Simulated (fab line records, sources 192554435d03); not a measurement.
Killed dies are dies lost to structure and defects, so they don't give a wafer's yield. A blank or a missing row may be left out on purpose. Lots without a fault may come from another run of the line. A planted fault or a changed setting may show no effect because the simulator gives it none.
Chamber matching | flow n5_finfet | N5_BEOL_M13_DESCUM_15 on rie_diel-02: 4 sister chambers
The step chemistry O2, time 7.9 s. 22 wafers are shown with their chamber, then 11 later ones without.

WAFERS WITH THEIR CHAMBER
wafer  | chamber | showerhead_plenum_p_Torr (Torr) | drypump_motor_current_A (A) | throttle_valve_pct (%)
L075.3 | 0       | 2.09                            | 5.1                         | 20.52
L075.4 | 2       | 2.05                            | 5.9                         | 20.52
L075.6 | 3       | 2.16                            | 5.4                         | 20.35
L080.1 | 1       | 1.98                            | 6.1                         | 20.04
L080.2 | 2       | 2.05                            | 5.9                         | 20.52
L080.4 | 0       | 2.09                            | 5.0                         | 20.53
L082.1 | 0       | 2.09                            | 5.0                         | 20.54
L082.2 | 2       | 2.05                            | 5.9                         | 20.53
L082.6 | 0       | 2.09                            | 5.0                         | 20.53
L083.1 | 2       | 2.05                            | 5.9                         | 20.54
L083.2 | 1       | 1.98                            | 6.0                         | 20.02
L083.5 | 1       | 1.98                            | 6.0                         | 20.04
L086.1 | 1       | 1.98                            | 6.0                         | 20.03
L086.4 | 2       | 2.04                            | 5.9                         | 20.55
L086.5 | 3       | 2.16                            | 5.5                         | 20.36
L089.3 | 1       | 1.98                            | 6.0                         | 20.04
L089.4 | 0       | 2.08                            | 5.0                         | 20.56
L089.6 | 1       | 1.98                            | 6.0                         | 20.06
L091.2 | 0       | 2.08                            | 5.1                         | 20.57
L091.3 | 2       | 2.04                            | 5.9                         | 20.57
L091.5 | 1       | 1.97                            | 6.0                         | 20.06
L093.1 | 3       | 2.15                            | 5.5                         | 20.42

SIGNATURES (means of the wafers above)
reading                  | chamber 0 | chamber 1 | chamber 2 | chamber 3 | scatter within a chamber
showerhead_plenum_p_Torr | 2.0867    | 1.9786    | 2.0467    | 2.1567    | 0.00482
drypump_motor_current_A  | 5.033     | 6.014     | 5.900     | 5.467     | 0.0398
throttle_valve_pct       | 20.5417   | 20.0414   | 20.5383   | 20.3767   | 0.021
Rule: a wafer's distance from a chamber is the root of the sum, over the readings, of the square of ((its reading less the chamber's mean) divided by the reading's scatter). The wafer belongs to the nearest chamber; if the next one is less than 2 further off, it can't be placed. The scatter: the root of (the sum of the squares of (reading less its chamber's mean) over the shown wafers, divided by (wafers less chambers)).

WAFERS WITHOUT THEIR CHAMBER
wafer  | showerhead_plenum_p_Torr (Torr) | drypump_motor_current_A (A) | throttle_valve_pct (%)
L093.5 | 2.15                            | 5.4                         | 20.40
L093.6 | 1.97                            | 6.0                         | 20.07
L094.2 | 2.08                            | 5.0                         | 20.57
L094.4 | 1.97                            | 6.0                         | 20.07
L094.6 | 2.15                            | 5.5                         | 20.42
L095.1 | 1.97                            | 6.0                         | 20.08
L095.3 | 2.08                            | 5.0                         | 20.56
L095.5 | 1.97                            | 6.0                         | 20.08
L097.2 | 2.15                            | 5.5                         | 20.42
L097.3 | 1.97                            | 6.0                         | 20.08
L097.4 | 2.08                            | 5.0                         | 20.58

WHICH CHAMBER EACH WENT THROUGH
wafer  | from the rows above | in truth
L093.5 | 3                   | 3
L093.6 | 1                   | 1
L094.2 | 0                   | 0
L094.4 | 1                   | 1
L094.6 | 3                   | 3
L095.1 | 1                   | 1
L095.3 | 0                   | 0
L095.5 | 1                   | 1
L097.2 | 3                   | 3
L097.3 | 1                   | 1
L097.4 | 0                   | 0
Placed correctly: 11 of 11. Can't be placed from these rows: 0. Placed wrongly: 0.
